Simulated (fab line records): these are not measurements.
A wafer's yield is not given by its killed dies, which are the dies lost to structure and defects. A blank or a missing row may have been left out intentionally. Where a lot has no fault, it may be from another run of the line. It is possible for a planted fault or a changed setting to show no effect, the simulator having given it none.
Which of the tools did it? | flow nand harc | Sampling: 24 lots, 72 wafers, 4 of 1159 route steps

WHAT EACH GAUGE READ, for each wafer
NHARC_P_M2_CD_MEAS_16. Usual: 169.7 nm for cd nm, sd 0.78.
lot  | measured     | on        | cd nm (nm)        | flag
L074 | day 6 14:57  | cd sem-02 | 169.0 169.7 168.4 |
L075 | day 6 18:05  | cd sem-01 | 168.8 169.5 170.4 |
L077 | day 6 21:35  | cd sem-01 | 169.9 168.7 170.7 |
L078 | day 6 22:56  | cd sem-02 | 169.5 169.5 168.5 |
L076 | day 7 05:13  | cd sem-02 | 171.1 169.2 168.7 |
L079 | day 7 11:05  | cd sem-01 | 169.8 169.6 169.6 |
L080 | day 7 17:12  | cd sem-02 | 170.5 169.6 169.3 |
L081 | day 7 22:31  | cd sem-03 | 169.1 170.4 170.0 |
L082 | day 8 08:56  | cd sem-03 | 170.0 170.0 170.3 |
L083 | day 8 12:51  | cd sem-03 | 170.3 169.9 169.5 |
L084 | day 8 13:45  | cd sem-02 | 170.0 169.1 170.4 |
L085 | day 9 02:31  | cd sem-01 | 170.4 171.1 170.1 |
L086 | day 9 13:40  | cd sem-02 | 168.9 169.2 168.4 |
L088 | day 9 14:22  | cd sem-02 | 171.3 171.5 170.3 |
L087 | day 9 15:17  | cd sem-01 | 169.5 169.1 168.6 |
L089 | day 10 06:55 | cd sem-03 | 169.5 170.7 169.0 |
L091 | day 10 07:29 | cd sem-03 | 170.1 167.8 169.9 |
L090 | day 10 08:15 | cd sem-02 | 168.9 168.6 170.6 |
L093 | day 10 23:52 | cd sem-03 | 170.2 169.9 170.1 |
L092 | day 11 00:13 | cd sem-01 | 171.0 171.0 171.2 |
L094 | day 11 01:50 | cd sem-01 | 169.1 169.2 169.1 |
L095 | day 11 09:30 | cd sem-02 | 170.5 170.8 170.8 |
L096 | day 11 10:07 | cd sem-01 | 169.1 169.6 169.5 |
L097 | day 12 01:40 | cd sem-01 | 170.1 170.7 170.1 |

NHARC_P_BONDPAD_OVL_MEAS_38. Usual: overlay x nm -1 nm, standard deviation 5.3; overlay y nm -1 nm, standard deviation 4.7.
lot  | measured     | on         | overlay x nm (nm) | overlay y nm (nm) | flag
L074 | day 6 19:19  | overlay-02 | -2 -2 -1          | 0 0 0             |
L075 | day 6 22:23  | overlay-01 | 4 4 3             | -7 -7 -6          |
L077 | day 7 01:38  | overlay-01 | -1 -1 -2          | -2 -2 -2          |
L078 | day 7 03:17  | overlay-02 | 10 9 10           | 7 7 7             |
L076 | day 7 09:20  | overlay-02 | -7 -7 -8          | 2 1 2             |
L079 | day 7 15:31  | overlay-02 | 9 9 10            | 9 9 9             |
L080 | day 7 21:55  | overlay-02 | 6 7 7             | -1 -1 -1          |
L081 | day 8 03:14  | overlay-02 | -2 -2 -1          | -6 -6 -5          |
L082 | day 8 12:57  | overlay-02 | 1 1 1             | -6 -5 -5          |
L083 | day 8 17:01  | overlay-01 | -2 -2 -2          | 0 -1 0            |
L084 | day 8 18:10  | overlay-01 | 3 3 3             | -5 -5 -5          |
L085 | day 9 06:53  | overlay-01 | -12 -12 -12       | -8 -9 -8          |
L086 | day 9 17:43  | overlay-02 | -4 -4 -4          | -7 -7 -7          |
L088 | day 9 18:31  | overlay-01 | -4 -4 -4          | -7 -7 -7          |
L087 | day 9 19:40  | overlay-02 | -3 -4 -3          | 7 7 6             |
L089 | day 10 11:08 | overlay-02 | -8 -9 -8          | -2 -1 -2          |
L091 | day 10 11:38 | overlay-02 | -3 -3 -3          | -2 -2 -2          |
L090 | day 10 12:18 | overlay-01 | -3 -3 -4          | 4 4 4             |
L093 | day 11 03:56 | overlay-02 | -7 -6 -7          | 3 4 4             |
L092 | day 11 04:24 | overlay-02 | -1 -1 -1          | -4 -4 -4          |
L094 | day 11 05:59 | overlay-01 | 7 7 7             | 2 1 2             |
L095 | day 11 13:42 | overlay-01 | 0 0 0             | -5 -5 -6          |
L096 | day 11 14:26 | overlay-02 | -3 -3 -3          | -3 -3 -3          |
L097 | day 12 05:49 | overlay-02 | 3 3 3             | -3 -2 -2          |

EACH LOT AND THE TOOL THAT RAN IT (in order: tool; ch and the chambers of the sampled wafers; start)
lot  | NHARC_P_M2_DEGAS_29          | NHARC_P_M2_DEP_33
L074 | pvd sputter-01, day 6 15:41  | pecvd-01 ch 0,1, day 6 17:25
L075 | pvd sputter-03, day 6 18:49  | pecvd-01 ch 0,1, day 6 20:37
L077 | pvd sputter-02, day 6 22:19  | pecvd-02 ch 0,1,2, day 7 00:05
L078 | pvd sputter-02, day 6 23:39  | pecvd-01 ch 0,1, day 7 01:25
L076 | pvd sputter-01, day 7 05:55  | pecvd-01 ch 1,2, day 7 07:37
L079 | pvd sputter-01, day 7 11:47  | pecvd-01 ch 0,1, day 7 13:40
L080 | pvd sputter-02, day 7 17:56  | pecvd-03 ch 0,1,2, day 7 20:13
L081 | pvd sputter-02, day 7 23:20  | pecvd-03 ch 0,2, day 8 01:04
L082 | pvd sputter-03, day 8 09:39  | pecvd-01 ch 0,1,2, day 8 11:21
L083 | pvd sputter-02, day 8 13:34  | pecvd-03 ch 0,1, day 8 15:18
L084 | pvd sputter-02, day 8 14:28  | pecvd-01 ch 0,1,2, day 8 16:12
L085 | pvd sputter-02, day 9 03:15  | pecvd-01 ch 0,2, day 9 04:59
L086 | pvd sputter-03, day 9 14:23  | pecvd-01 ch 1,2, day 9 16:07
L088 | pvd sputter-02, day 9 15:05  | pecvd-02 ch 1,2, day 9 16:49
L087 | pvd sputter-01, day 9 15:59  | pecvd-01 ch 0,1,2, day 9 17:49
L089 | pvd sputter-01, day 10 07:38 | pecvd-02 ch 0,1,2, day 10 09:22
L091 | pvd sputter-03, day 10 08:12 | pecvd-02 ch 0,1, day 10 09:56
L090 | pvd sputter-03, day 10 08:59 | pecvd-01 ch 0,2, day 10 10:43
L093 | pvd sputter-02, day 11 00:36 | pecvd-02 ch 0,2, day 11 02:19
L092 | pvd sputter-01, day 11 00:59 | pecvd-02 ch 0,1,2, day 11 02:44
L094 | pvd sputter-02, day 11 02:34 | pecvd-02 ch 0,1,2, day 11 04:25
L095 | pvd sputter-03, day 11 10:16 | pecvd-02 ch 0,2, day 11 12:03
L096 | pvd sputter-01, day 11 10:50 | pecvd-03 ch 0,1,2, day 11 12:52
L097 | pvd sputter-01, day 12 02:23 | pecvd-03 ch 0,1,2, day 12 04:05
- NHARC_P_M2_DEGAS_29: time 60 s.
- NHARC_P_M2_DEP_33: deposits SiCN, target thk 30 nm.

WHAT THE TOOLS THEMSELVES READ (means of the sampled wafers that have a number; where no wafer has one, the mark that the record gives instead)
NHARC_P_M2_DEGAS_29. Usual: 327 W for heater power w, sd 25.
lot  | tool           | heater power w (W) | flag
L074 | pvd sputter-01 | 341                |
L075 | pvd sputter-03 | 309                |
L077 | pvd sputter-02 | 325                |
L078 | pvd sputter-02 | 313                |
L076 | pvd sputter-01 | 335                |
L079 | pvd sputter-01 | 333                |
L080 | pvd sputter-02 | 330                |
L081 | pvd sputter-02 | 334                |
L082 | pvd sputter-03 | 300                |
L083 | pvd sputter-02 | 318                |
L084 | pvd sputter-02 | 314                |
L085 | pvd sputter-02 | 326                |
L086 | pvd sputter-03 | 304                |
L088 | pvd sputter-02 | 325                |
L087 | pvd sputter-01 | 338                |
L089 | pvd sputter-01 | 344                |
L091 | pvd sputter-03 | 303                |
L090 | pvd sputter-03 | 306                |
L093 | pvd sputter-02 | 320                |
L092 | pvd sputter-01 | 360                |
L094 | pvd sputter-02 | 331                |
L095 | pvd sputter-03 | 308                |
L096 | pvd sputter-01 | 340                |
L097 | pvd sputter-01 | 335                |

NHARC_P_M2_DEP_33. Usual: 577 W for heater power w, sd 89.
lot  | tool     | heater power w (W) | flag
L074 | pecvd-01 | 547                |
L075 | pecvd-01 | 546                |
L077 | pecvd-02 | 543                |
L078 | pecvd-01 | 601                |
L076 | pecvd-01 | 667                |
L079 | pecvd-01 | 501                |
L080 | pecvd-03 | 645                |
L081 | pecvd-03 | 608                |
L082 | pecvd-01 | 592                |
L083 | pecvd-03 | 566                |
L084 | pecvd-01 | 611                |
L085 | pecvd-01 | 600                |
L086 | pecvd-01 | 622                |
L088 | pecvd-02 | 584                |
L087 | pecvd-01 | 617                |
L089 | pecvd-02 | 542                |
L091 | pecvd-02 | 526                |
L090 | pecvd-01 | 609                |
L093 | pecvd-02 | 561                |
L092 | pecvd-02 | 536                |
L094 | pecvd-02 | 520                |
L095 | pecvd-02 | 494                |
L096 | pecvd-03 | 651                |
L097 | pecvd-03 | 607                |

THE ANSWER, worked out from the rows above alone
Rule: take the mean of a lot's wafers that have a number; if it is more than 3 standard deviations from the usual mean, the lot is off. A lot without any number at a reading at which 4 lots or more have one is off too. The other lots that the step has rows for count as sound. The gauges are gone through in route order, then the tools' own readings, and for those a lot's mean is taken as printed above. The first step at which some lot is off is used, and at that step the reading that is off furthest; a lot without a number counts as furthest.
Nothing can be told from this: no lot is off at any reading shown.

WHAT HAD BEEN PUT IN BY THE SIMULATOR
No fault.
